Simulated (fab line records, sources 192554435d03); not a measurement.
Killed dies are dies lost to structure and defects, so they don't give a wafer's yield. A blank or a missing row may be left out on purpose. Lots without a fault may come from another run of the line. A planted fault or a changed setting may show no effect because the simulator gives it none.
Chamber matching | flow n5_finfet | N5_BEOL_M8_CURE_74 on uv_cure-02: 3 sister chambers
The step cures SiCOH lowk, time 240 s. 20 wafers are shown with their chamber, then 10 later ones without.

WAFERS WITH THEIR CHAMBER
wafer  | chamber | lamp_power_pct (%) | wafer_temp_C_max
L078.1 | 2       | 52.22              | 386.4
L078.3 | 2       | 52.36              | 386.2
L078.6 | 2       | 52.25              | 386.0
L079.1 | 2       | 52.45              | 386.7
L079.3 | 2       | 52.20              | 385.8
L079.5 | 2       | 52.23              | 387.2
L082.1 | 0       | 52.25              | 386.2
L082.2 | 0       | 52.20              | 386.0
L082.3 | 0       | 52.29              | 386.1
L083.1 | 1       | 52.27              | 386.2
L083.2 | 1       | 52.38              | 385.9
L083.6 | 1       | 52.36              | 386.1
L083.3 | 1       | 52.26              | 386.1
L083.4 | 1       | 52.32              | 385.9
L083.5 | 1       | 52.42              | 385.8
L084.3 | 1       | 52.29              | 386.4
L084.4 | 1       | 52.38              | 386.3
L084.6 | 1       | 52.35              | 386.8
L090.2 | 2       | 52.32              | 386.3
L090.5 | 2       | 52.24              | 386.2

SIGNATURES (means of the wafers above)
reading          | chamber 0 | chamber 1 | chamber 2 | scatter within a chamber
lamp_power_pct   | 52.2467   | 52.3367   | 52.2837   | 0.0686
wafer_temp_C_max | 386.100   | 386.167   | 386.350   | 0.351
Rule: a wafer's distance from a chamber is the root of the sum, over the readings, of the square of ((its reading less the chamber's mean) divided by the reading's scatter). The wafer belongs to the nearest chamber; if the next one is less than 2 further off, it can't be placed. The scatter: the root of (the sum of the squares of (reading less its chamber's mean) over the shown wafers, divided by (wafers less chambers)).

WAFERS WITHOUT THEIR CHAMBER
wafer  | lamp_power_pct (%) | wafer_temp_C_max
L090.6 | 52.38              | 386.7
L089.1 | 52.32              | 386.1
L089.5 | 52.37              | 386.1
L089.6 | 52.27              | 385.9
L089.2 | 52.37              | 386.4
L089.3 | 52.33              | 386.4
L089.4 | 52.47              | 386.0
L092.1 | 52.34              | 386.1
L092.3 | 52.33              | 386.1
L092.4 | 52.25              | 385.8

WHICH CHAMBER EACH WENT THROUGH
wafer  | from the rows above          | in truth
L090.6 | can't be placed: 1 or 2 or 0 | 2
L089.1 | can't be placed: 1 or 2 or 0 | 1
L089.5 | can't be placed: 1 or 2 or 0 | 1
L089.6 | can't be placed: 0 or 1 or 2 | 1
L089.2 | can't be placed: 1 or 2 or 0 | 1
L089.3 | can't be placed: 1 or 2 or 0 | 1
L089.4 | can't be placed: 1 or 2 or 0 | 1
L092.1 | can't be placed: 1 or 2 or 0 | 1
L092.3 | can't be placed: 1 or 2 or 0 | 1
L092.4 | can't be placed: 0 or 1 or 2 | 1
Placed correctly: 0 of 10. Can't be placed from these rows: 10 (the true chamber is among the candidates in 10). Placed wrongly: 0.
